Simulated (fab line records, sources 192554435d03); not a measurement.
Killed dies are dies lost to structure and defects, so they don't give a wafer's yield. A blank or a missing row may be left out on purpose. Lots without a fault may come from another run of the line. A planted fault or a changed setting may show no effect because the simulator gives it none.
Chamber matching | flow n5_finfet | N5_MOL_CONTACT_COAG_ETCH_65 on rie_diel-05: 4 sister chambers
The step etches underlayer in N2/H2, target depth 13 nm, time 10.4 s. 8 wafers are shown with their chamber, then 7 later ones without.

WAFERS WITH THEIR CHAMBER
wafer  | chamber | showerhead_plenum_p_Torr (Torr) | throttle_valve_pct (%)
L237.6 | 0       | 2.60                            | 18.03
L242.1 | 0       | 2.60                            | 18.06
L242.4 | 2       | 2.64                            | 18.08
L243.1 | 1       | 2.54                            | 17.55
L243.3 | 3       | 2.40                            | 17.81
L243.6 | 3       | 2.40                            | 17.84
L244.1 | 2       | 2.64                            | 18.12
L244.3 | 1       | 2.53                            | 17.57

WAFERS WITHOUT THEIR CHAMBER
wafer  | showerhead_plenum_p_Torr (Torr) | throttle_valve_pct (%)
L244.6 | 2.53                            | 17.56
L248.1 | 2.53                            | 17.58
L248.3 | 2.40                            | 17.88
L248.5 | 2.63                            | 18.14
L251.4 | 2.39                            | 17.87
L251.5 | 2.53                            | 17.60
L251.6 | 2.63                            | 18.15

WHICH CHAMBER EACH WENT THROUGH
wafer  | from the rows above | in truth
L244.6 | 1                   | 1
L248.1 | 1                   | 1
L248.3 | 3                   | 3
L248.5 | 2                   | 2
L251.4 | 3                   | 3
L251.5 | 1                   | 1
L251.6 | 2                   | 2
Placed correctly: 7 of 7. Can't be placed from these rows: 0. Placed wrongly: 0.
How it was worked out, from the rows above alone: a wafer's distance from a chamber is the root of the sum, over the readings, of the square of ((its reading less the chamber's mean) divided by the reading's scatter). The wafer belongs to the nearest chamber; if the next one is less than 2 further off, it can't be placed. A chamber's mean is the mean of its shown wafers. The scatter: the root of (the sum of the squares of (reading less its chamber's mean) over the shown wafers, divided by (wafers less chambers)).
